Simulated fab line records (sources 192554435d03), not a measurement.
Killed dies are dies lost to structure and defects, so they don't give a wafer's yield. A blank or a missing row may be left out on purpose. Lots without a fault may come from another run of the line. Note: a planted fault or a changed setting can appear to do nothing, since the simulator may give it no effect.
Code-filled problem report in 8D (eight disciplines) form || flow n5Finfet || the parts of the form that need people (team, actions taken, sign-off) are left out

== 1. THE PROBLEM ==
chamberPressurePa at N5_BEOL_M2_SPUTTER_79 reads a mean of 0.06546 Pa on 6 wafers of 2 lots; wafers without a fault read 0.07001 Pa with a standard deviation of 0.00014. Relative to the usual mean, that is a shift of -33 standard deviations.
The step: material Cu, target thk 4.5 nm, time 8.29 s.
Earliest sighting: wafer L983.1 on pvdSputter-03 at day 10 18:01. Wafers with a number at this step in the record: 30, from 11 lots. Rule for "out", or "out of limits": more than 4 standard deviations from the usual mean. The rest of the wafers with a number are treated as sound.

== 2. WHAT THIS IS AND IS NOT ==
{"question": "which readings at this step", "is": "chamberPressurePa", "is not": "-"}
{"question": "which lots", "is": "L983, L985", "is not": "L969, L970, L971, L973, L976, L977, L978, L979, L980"}
{"question": "which wafers of those lots", "is": "all that have a number", "is not": "-"}
{"question": "read on which tools", "is": "pvdSputter-03", "is not": "pvdSputter-01, pvdSputter-02"}
{"question": "when", "is": "from day 10 18:01", "is not": "up to then (24 sound wafers)"}

== 3. THE SUSPECTS, EACH WITH WHAT RULES IT OUT ==
Counting: any tool at a process step up to the reading is kept as a suspect provided that every lot that is out went through it and no sound lot did after the first of them.
- pvdSputter-03 at N5_BEOL_M2_SPUTTER_48 (material Cu, target thk 4.5 nm, time 8.29 s): kept. All lots that are out passed through it, beginning with L983 at day 10 17:48, and no sound lot followed; its final sound lot before that point was L980 at day 10 04:30.
- pvdSputter-03 at N5_BEOL_M2_SPUTTER_79 (material Cu, target thk 4.5 nm, time 8.29 s): kept. All lots that are out passed through it, beginning with L983 at day 10 18:01, and no sound lot followed; its final sound lot before that point was L980 at day 10 04:43. On those wafers its own readings are out: chamberPressurePa.
Left after counting: pvdSputter-03 at N5_BEOL_M2_SPUTTER_48, pvdSputter-03 at N5_BEOL_M2_SPUTTER_79.

== 4. THE CAUSE (what the simulator had put in) ==
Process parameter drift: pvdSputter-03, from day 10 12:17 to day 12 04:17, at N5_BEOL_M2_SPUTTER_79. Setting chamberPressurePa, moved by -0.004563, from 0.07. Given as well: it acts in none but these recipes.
Of the 2 suspects that counting leaves, this tool is one.

== 5. THE CHAIN OF EFFECTS, in route order ==
Each row: a reading where the mean over the struck wafers with a number is more than 3 standard deviations away from the usual. Scope: only readings with a usual standard deviation given in the record; hours: median across lots of the time from each lot's start at the first step in this table that gives one to its start at this step; sigmas: change in usual standard deviations.
{"hours": 0, "step": "N5_BEOL_M2_SPUTTER_79", "reading": "chamberPressurePa", "usual": "0.07001 Pa", "on struck wafers": 0.06546, "change": -0.00455, "sigmas": -33}
The process steps in it:
- N5_BEOL_M2_SPUTTER_79: material Cu, target thk 4.5 nm, time 8.29 s.
Later steps that measure or inspect, where all struck wafers having a row at the step show a number for every such reading and not one has moved that far: N5_BEOL_M4_RC_MEAS_101.

== 6. WHAT WOULD HAVE CAUGHT IT SOONER ==
The fault began at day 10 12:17; the first out-of-limits reading in this record came at day 10 18:01, 6 hours later.
